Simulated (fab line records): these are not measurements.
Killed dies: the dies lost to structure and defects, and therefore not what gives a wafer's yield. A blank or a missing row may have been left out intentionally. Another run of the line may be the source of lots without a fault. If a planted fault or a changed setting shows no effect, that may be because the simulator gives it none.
Struck lot and sound lot, side by side -- flow nand harc -- 16 steps out of a route of 1302
Sound: these wafers, L426.2, L426.5, L426.6. Wafers L442.2, L442.3, L442.5 were the ones struck. At the end, the cause is stated.
At each step with rows: each side's tool, then ch and its chambers, then its first start. Under that, the readings that differ: sound wafers -- struck wafers -- difference of the means -- sigmas: that difference in standard deviations of wafers without a fault.
alike: words and numbers the same on both sides, and readings whose means are apart by under 2 such deviations; not compared: readings that were withheld, readings missing a value for some wafer, numbers with overlapping values and no deviation given by the record, and bounds like >300 which may hide the same value.
The two part at a step that has a row with sigmas, a row that says differs or no value, or rows on one side only. Non-overlapping numbers with no deviation appear without sigmas and do not part them. A reading missing from all wafers of one side parts the sides only when that side holds two or more wafers.

NHARC_A_ONON_D2_THK_MEAS_05: measures by ellipsometry.
  sound on film metro-02, day 12 16:36; struck on film metro-02, day 19 03:40
reading,sound,struck,difference,sigmas
thk nm (nm),987 985 988,1028 1029 1028,+42,+3
next comes 1 step that has no rows for these wafers: NHARC_A_ONON_D2_DEP_06 (target thickness 1000 nm).
NHARC_A_ONON_D2_THK_MEAS_08: measures by ellipsometry.
  sound on film metro-01, day 12 17:10; struck on film metro-01, day 19 04:14
  alike: thk nm
next comes 1 step that has no rows for these wafers: NHARC_A_ONON_D2_DEP_09 (target thickness 1000 nm).
NHARC_A_ONON_D2_THK_MEAS_11: measures by ellipsometry.
  sound on film metro-01, day 12 17:44; struck on film metro-02, day 19 04:48
  alike: thk nm
next comes 1 step that has no rows for these wafers: NHARC_A_ONON_D2_DEP_12 (target thickness 1000 nm).
NHARC_A_ONON_D2_THK_MEAS_14: measures by ellipsometry.
  sound on film metro-01, day 12 18:18; struck on film metro-02, day 19 05:22
  alike: thk nm
then, 2 steps without rows for these wafers: NHARC_A_ONON_D2_ANNEAL_15 (time 3600 s); NHARC_A_ONON_D2_DEP_16 (target thk 1000 nm).
NHARC_A_ONON_D2_THK_MEAS_18: measures by ellipsometry.
  sound on film metro-01, day 13 01:41; struck on film metro-01, day 19 15:23
reading,sound,struck,difference,sigmas
thk nm (nm),1020 1019 1019,992 994 993,-26,-2
next comes 1 step that has no rows for these wafers: NHARC_A_ONON_D2_DEP_19 (target thickness 1000 nm).
NHARC_A_ONON_D2_THK_MEAS_21: measures by ellipsometry.
  sound on film metro-01, day 13 02:16; struck on film metro-01, day 19 15:58
reading,sound,struck,difference,sigmas
thk nm (nm),1005 1008 1007,982 983 986,-23,-2
NHARC_A_ONON_D2_DEP_22: target thk 1000 nm.
  sound on pecvd onon-01 ch 0, day 13 02:23; struck on pecvd onon-02 ch 0, day 19 16:04
  alike: nh3 flow sccm
NHARC_A_ONON_D2_THK_MEAS_24: measures by ellipsometry.
  sound on film metro-01, day 13 02:50; struck on film metro-01, day 19 16:31
reading,sound,struck,difference,sigmas
thk nm (nm),1012 1012 1014,1628 1628 1628,+615,+77
next comes 1 step that has no rows for these wafers: NHARC_A_ONON_D2_DEP_25 (target thickness 1000 nm).
-- break in the record here, with 12 days between the starts of the struck wafers on either side (left off in module A_ONON_D2, picked up again in module END, where the first step shown is number 1302 on the route) --
NHARC_END_SORT_01:
  sound on prober-01 ch 0, day 24 21:26; struck on prober-01 ch 0, day 31 21:12
reading,sound,struck,difference,sigmas
killed at array,48 52 44,675 673 674,+626,+33
killed at other,1 3 7,0 0 0,-4,-3
killed dies,52 61 55,677 677 677,+621,+33
  alike: killed at periphery, killed open, killed short

WHERE THEY PART
First at NHARC_A_ONON_D2_THK_MEAS_05; last, within this record, at NHARC_END_SORT_01.

WHY: what the simulator had put in
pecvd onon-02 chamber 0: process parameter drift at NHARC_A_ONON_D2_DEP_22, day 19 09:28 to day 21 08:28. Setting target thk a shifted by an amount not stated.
